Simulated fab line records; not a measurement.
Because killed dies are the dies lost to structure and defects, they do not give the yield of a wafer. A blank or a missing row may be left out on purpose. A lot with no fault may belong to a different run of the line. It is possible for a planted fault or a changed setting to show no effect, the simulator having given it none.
What tool caused it? | flow n5Finfet | 10 lots, 27 wafers sampled, at 5 steps of a route of 1938

## WHAT THE GAUGES SHOWED, per wafer
N5_BEOL_M4_RC_MEAS_101. Usual: DIBL_N 36.0 mV/V, standard deviation 2.2; DIBL_P 35.9 mV/V, standard deviation 2.6; IOFF_N 0.16 nA/um, standard deviation 0.038; IOFF_P 0.21 nA/um, standard deviation 0.042; ION_N 675 uA/um, standard deviation 15; ION_P 463 uA/um, standard deviation 10; SS_N 71.5 mV/dec, standard deviation 0.62; SS_P 73.2 mV/dec, standard deviation 0.76; VT_N 250 mV, standard deviation 4.1; VT_P -251 mV, standard deviation 3.6.
lot  | measured     | on        | DIBL_N (mV/V)  | DIBL_P (mV/V)  | IOFF_N (nA/um) | IOFF_P (nA/um) | ION_N (uA/um) | ION_P (uA/um) | SS_N (mV/dec)  | SS_P (mV/dec)  | VT_N (mV)   | VT_P (mV)      | flag
L702 | day 7 20:41  | prober-01 | 35.0 32.8 33.8 | 34.6 32.3 32.1 | 0.13 0.11 0.12 | 0.20 0.17 0.16 | 672 658 665   | 464 457 461   | 71.2 70.6 71.6 | 72.7 72.4 72.1 | 250 256 254 | -250 -251 -251 | 
L703 | day 8 00:44  | prober-01 | 37.3 35.4      | 37.3 35.0      | 0.17 0.14      | 0.21 0.19      | 674 667       | 461 454       | 71.5 71.6      | 73.2 72.4      | 251 251     | -254 -253      | 
L711 | day 9 23:51  | prober-02 | 37.8 35.3 35.8 | 37.3 34.2 33.6 | 0.16 0.12 0.13 | 0.19 0.16 0.15 | 675 644 653   | 459 445 446   | 71.2 70.9 71.9 | 73.3 73.4 72.5 | 252 259 256 | -254 -256 -259 | 
L710 | day 10 03:46 | prober-01 | 35.3 37.6 39.0 | 34.6 36.8 39.5 | 0.13 0.16 0.21 | 0.17 0.20 0.24 | 673 662 684   | 464 450 464   | 70.8 71.5 72.3 | 72.6 74.0 74.1 | 251 252 246 | -255 -254 -252 | 
L714 | day 11 07:26 | prober-01 | 35.2 35.5      | 36.6 36.6      | 0.15 0.15      | 0.20 0.20      | 673 666       | 460 456       | 71.2 71.6      | 72.6 73.4      | 249 246     | -249 -254      | 
L715 | day 11 13:49 | prober-02 | 37.5 32.8      | 36.4 31.4      | 0.17 0.11      | 0.21 0.15      | 690 670       | 475 458       | 71.8 70.7      | 73.3 72.1      | 250 253     | -251 -254      | 
L723 | day 13 02:10 | prober-02 | 35.9 32.9 33.8 | 36.9 32.5 31.9 | 0.17 0.12 0.12 | 0.28 0.19 0.18 | 684 663 656   | 476 462 454   | 71.5 70.3 70.8 | 74.2 72.6 72.2 | 249 255 252 | -243 -249 -251 | 
L722 | day 13 05:34 | prober-02 | 38.0 34.9 34.1 | 39.0 35.5 34.3 | 0.20 0.15 0.13 | 0.25 0.19 0.18 | 685 689 664   | 465 469 458   | 72.1 71.6 71.3 | 74.5 73.0 73.1 | 248 250 253 | -251 -250 -254 | 
L724 | day 13 18:15 | prober-01 | 37.4 33.0 37.6 | 40.0 33.5 40.5 | 0.21 0.14 0.22 | 0.26 0.17 0.25 | 678 679 692   | 458 467 470   | 71.8 71.5 72.9 | 74.5 72.5 74.6 | 242 249 244 | -250 -254 -249 | 
L725 | day 13 18:21 | prober-02 | 36.0 35.7 35.6 | 37.0 36.7 37.8 | 0.18 0.18 0.19 | 0.25 0.25 0.28 | 684 693 700   | 464 475 491   | 71.0 71.2 71.5 | 73.4 73.6 74.2 | 245 244 245 | -248 -245 -245 | 

N5_BEOL_M6_INSPECT_30: inspects for defects (brightfield). Usual: rawDefectCount reads 392 (standard deviation 100).
lot  | measured     | on               | rawDefectCount | flag
L702 | day 8 13:43  | defectInspect-01 | 302 414 359    | 
L703 | day 8 21:22  | defectInspect-01 | 294 307        | 
L711 | day 10 18:14 | defectInspect-01 | 295 333 484    | 
L710 | day 10 20:27 | defectInspect-02 | 440 338 368    | 
L714 | day 11 21:28 | defectInspect-01 | 272 312        | 
L715 | day 12 10:36 | defectInspect-01 | 358 458        | 
L723 | day 13 16:41 | defectInspect-02 | 377 301 293    | 
L722 | day 13 20:27 | defectInspect-01 | 384 436 279    | 
L724 | day 14 11:01 | defectInspect-02 | 885 518 584    | 
L725 | day 14 10:55 | defectInspect-02 | 363 253 233    | 

N5_BEOL_M6_OCD_MEAS_38. Usual: trenchDepthNm reads 94.5 nm (standard deviation 2.4).
lot  | measured     | on     | trenchDepthNm (nm) | flag
L702 | day 8 14:10  | ocd-02 | 91.3 94.3 97.9     | 
L703 | day 8 22:08  | ocd-02 | 95.1 94.1          | 
L711 | day 10 18:42 | ocd-02 | 93.2 92.5 96.5     | 
L710 | day 10 20:56 | ocd-02 | 92.0 98.6 100.1    | 
L714 | day 11 21:56 | ocd-01 | 50.5 98.5          | OFF
L715 | day 12 11:05 | ocd-02 | 67.6 97.0          | OFF
L723 | day 13 17:14 | ocd-01 | 96.3 99.5 91.6     | 
L722 | day 13 21:03 | ocd-01 | 92.8 96.8 96.8     | 
L724 | day 14 12:12 | ocd-01 | 93.4 99.5 91.8     | 
L725 | day 14 12:01 | ocd-01 | 95.3 93.9 91.5     | 

## WHICH TOOL RAN EACH LOT (tool, then ch and the chambers of the sampled wafers, then the start)
lot  | N5_BEOL_M6_HM_OPEN_17            | N5_BEOL_M6_ETCH_72
L702 | rieMetal-02 ch 0,1, day 8 11:47  | rieDiel-01 ch 0,2,3, day 8 13:46
L703 | rieMetal-03 ch 1, day 8 20:19    | rieDiel-01 ch 1,3, day 8 21:44
L711 | rieMetal-02 ch 0,1, day 10 17:13 | rieDiel-01 ch 0,2,3, day 10 18:19
L710 | rieMetal-02 ch 0,1, day 10 19:49 | rieDiel-06 ch 0,1,2, day 10 20:32
L714 | rieMetal-02 ch 0, day 11 20:37   | rieDiel-06 ch 1, day 11 21:32
L715 | rieMetal-02 ch 1, day 12 07:25   | rieDiel-06 ch 2,3, day 12 10:41
L723 | rieMetal-03 ch 1, day 13 15:48   | rieDiel-06 ch 0,1,2, day 13 16:51
L722 | rieMetal-01 ch 0,1, day 13 19:38 | rieDiel-04 ch 0,2,3, day 13 20:39
L724 | rieMetal-01 ch 0,1, day 14 10:08 | rieDiel-06 ch 0,1,3, day 14 11:49
L725 | rieMetal-01 ch 0,1, day 14 09:16 | rieDiel-04 ch 0,1,3, day 14 11:37
- N5_BEOL_M6_HM_OPEN_17: chemistry Cl2/BCl3, target TiN, target depth 20 nm, overetch 6 nm.
- N5_BEOL_M6_ETCH_72: etches underlayer in N2/H2, target depth 6.5 nm, time 5.2 s.

## WHAT THE TOOLS THEMSELVES READ (means of the sampled wafers that have a number; where no wafer has one, the mark that the record gives instead)
N5_BEOL_M6_HM_OPEN_17. Usual: drypumpMotorCurrentA 5.6 A, standard deviation 0.31; oesProductAu 0.72 a.u., standard deviation 0.045; throttleValvePct 22.25 %, standard deviation 0.17.
lot  | tool        | drypumpMotorCurrentA (A) | oesProductAu (a.u.) | throttleValvePct (%) | flag
L702 | rieMetal-02 | 5.5                      | 0.69                | 22.13                | 
L703 | rieMetal-03 | 5.5                      | 0.75                | 22.51                | 
L711 | rieMetal-02 | 5.5                      | 0.68                | 22.15                | 
L710 | rieMetal-02 | 5.5                      | 0.70                | 22.21                | 
L714 | rieMetal-02 | 5.4                      | 0.69                | 22.27                | 
L715 | rieMetal-02 | 5.6                      | 0.62                | 22.17                | 
L723 | rieMetal-03 | 5.5                      | 0.71                | 22.54                | 
L722 | rieMetal-01 | 5.8                      | 0.72                | 22.31                | 
L724 | rieMetal-01 | 5.8                      | 0.71                | 22.32                | 
L725 | rieMetal-01 | 6.0                      | 0.70                | 22.20                | 

N5_BEOL_M6_ETCH_72. Usual: drypumpMotorCurrentA 5.7 A, standard deviation 0.31; etchRfOnTimeS 5.19 s, standard deviation 0.21; oesProductAu 0.68 a.u., standard deviation 0.07; rfVppV 524.2 V, standard deviation 2.5; showerheadPlenumPTorr 2.56 Torr, standard deviation 0.077; throttleValvePct 17.88 %, standard deviation 0.26.
lot  | tool       | drypumpMotorCurrentA (A) | etchRfOnTimeS (s) | oesProductAu (a.u.) | rfVppV (V) | showerheadPlenumPTorr (Torr) | throttleValvePct (%) | flag
L702 | rieDiel-01 | 5.5                      | 5.27              | 0.68                | 522.9      | 2.54                         | 18.08                | 
L703 | rieDiel-01 | 5.5                      | 5.29              | 0.67                | 526.7      | 2.60                         | 18.18                | 
L711 | rieDiel-01 | 5.5                      | 5.21              | 0.73                | 527.6      | 2.64                         | 17.97                | 
L710 | rieDiel-06 | 5.7                      | 5.00              | 0.75                | 523.5      | 2.55                         | 17.75                | 
L714 | rieDiel-06 | 5.9                      | 4.79              | 0.84                | 525.9      | 2.59                         | 17.61                | 
L715 | rieDiel-06 | 5.9                      | 5.08              | 0.68                | 526.5      | 2.54                         | 17.82                | 
L723 | rieDiel-06 | 5.8                      | 5.07              | 0.71                | 523.7      | 2.54                         | 17.80                | 
L722 | rieDiel-04 | 5.9                      | 5.02              | 0.65                | 524.0      | 2.54                         | 17.71                | 
L724 | rieDiel-06 | 5.9                      | 5.25              | 0.69                | 522.7      | 2.54                         | 17.71                | 
L725 | rieDiel-04 | 5.9                      | 5.26              | 0.70                | 523.6      | 2.50                         | 17.57                | 

## THE ANSWER, worked out from the rows above alone
Rule: take the mean of a lot's wafers that have a number; if it is more than 3 standard deviations from the usual mean, the lot is off. Also off: a lot with no number at a reading for which 4 or more lots have one. Any other lot the step has rows for is counted as sound. After the gauges, taken in route order, come the tools' own readings; for these a lot's mean is taken, as printed above. The first step at which some lot is off is used, and at that step the reading that is off furthest; a lot without a number counts as furthest.
Off: L714, L715, at N5_BEOL_M6_OCD_MEAS_38 (trenchDepthNm).
A tool fits if, at a process step before that reading, it ran every lot that is off, and no sound lot after the first of them. Those tools and the gauges at N5_BEOL_M6_OCD_MEAS_38 are tried in the same way. One fits: N5_BEOL_M6_HM_OPEN_17 on rieMetal-02. Its last sound lot is L710 (day 10 19:49), its first lot that is off L714 (day 11 20:37): a fault that began between those two fits.

## WHAT WAS PUT IN BY THE SIMULATOR
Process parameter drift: rieMetal-02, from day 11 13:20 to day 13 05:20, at N5_BEOL_M6_HM_OPEN_17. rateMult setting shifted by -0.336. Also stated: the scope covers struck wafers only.
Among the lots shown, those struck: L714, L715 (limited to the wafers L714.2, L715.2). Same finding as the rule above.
